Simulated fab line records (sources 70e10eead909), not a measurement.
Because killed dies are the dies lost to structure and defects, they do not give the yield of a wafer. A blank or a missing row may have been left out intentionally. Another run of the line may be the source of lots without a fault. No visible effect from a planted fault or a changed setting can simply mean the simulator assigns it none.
Which tool did it? ; flow nand harc ; 18 wafers from 6 lots sampled at 5 of the route's 1302 steps

WHAT EACH GAUGE READ, for each wafer
NHARC_END_SORT_01.
lot;measured;on;killed at periphery
L364;day 25 11:59;prober-02;6 1 1
L366;day 25 20:44;prober-01;2 1 4
L369;day 28 08:51;prober-01;5 5 9
L379;day 31 20:48;prober-01;605 594 624
L381;day 33 13:31;prober-02;5 5 4
L384;day 33 22:58;prober-02;3 1 2

EACH LOT AND THE TOOL THAT RAN IT (in order: tool; ch and the chambers of the sampled wafers; start)
lot;NHARC_P_CONTACT_DEGAS_38;NHARC_P_M0_DESCUM_14;NHARC_P_M0_ETCH_15;NHARC_P_M0_PVD_20
L364;pvd sputter-01, day 7 08:16;rie diel-10 ch 1,3, day 7 10:52;rie diel-10 ch 1,2, day 7 11:03;pvd sputter-02, day 25 11:59 or earlier
L366;pvd sputter-03, day 7 22:52;rie diel-10 ch 0,2, day 8 01:27;rie diel-10 ch 0,1,2, day 8 01:38;pvd sputter-01, day 25 20:44 or earlier
L369;pvd sputter-02, day 9 11:40;rie diel-10 ch 0,1, day 9 14:13;rie diel-10 ch 1,2, day 9 14:23;pvd sputter-03, day 28 08:51 or earlier
L379;pvd sputter-03, day 13 13:02;rie diel-10 ch 0,2,3, day 13 15:44;rie diel-10 ch 1,3, day 13 15:55;pvd sputter-02, day 31 20:48 or earlier
L381;pvd sputter-01, day 14 13:07;rie diel-13 ch 1,2, day 14 15:50;rie diel-13 ch 0,2,3, day 14 16:01;pvd sputter-01, day 33 13:31 or earlier
L384;pvd sputter-01, day 15 22:53;rie diel-10 ch 1,2, day 16 01:20;rie diel-10 ch 1,2, day 16 01:31;pvd sputter-03, day 33 22:58 or earlier
- NHARC_P_CONTACT_DEGAS_38: time 60 s.
- NHARC_P_M0_DESCUM_14: chemistry O2, time 3 s.
- NHARC_P_M0_ETCH_15: etches the open film in C4F8/Ar, target depth 150 nm, overetch 15 nm, time 82.5 s.
- NHARC_P_M0_PVD_20: deposits TaN, target thk 5 nm, time 8.06 s.

THE ANSWER, worked out from the rows above alone
Rule: usual is defined by the lots themselves. Put in order of their means at a reading, lots are off if they are a third of the lots or fewer, leave a main group of 4 or more, and stand apart from it by a gap of 3 or more times the standard deviation of the main group's means; of several such gaps the widest counts. The tables above print the reading to a certain number of digits; a main group whose means all agree to those digits is not used. Also off: a lot with no number at a reading for which 4 or more lots have one. Where the step has rows for the other lots, those lots are counted as sound.
Off: L379, at NHARC_END_SORT_01 (killed at periphery). Mean 4 and standard deviation 1.7 in the main group.
If a tool, at a process step before that reading, ran all the lots that are off and no sound lot after the first of them, it fits. The gauges at NHARC_END_SORT_01 are tried like those tools. With no start given for some of its lots, NHARC_P_M0_PVD_20 uses the hours and lot order of NHARC_END_SORT_01. Can't be told from this: 3 tools fit, pvd sputter-03 at NHARC_P_CONTACT_DEGAS_38, pvd sputter-02 at NHARC_P_M0_PVD_20, prober-01 at NHARC_END_SORT_01.

WHAT THE SIMULATOR HAD INSERTED
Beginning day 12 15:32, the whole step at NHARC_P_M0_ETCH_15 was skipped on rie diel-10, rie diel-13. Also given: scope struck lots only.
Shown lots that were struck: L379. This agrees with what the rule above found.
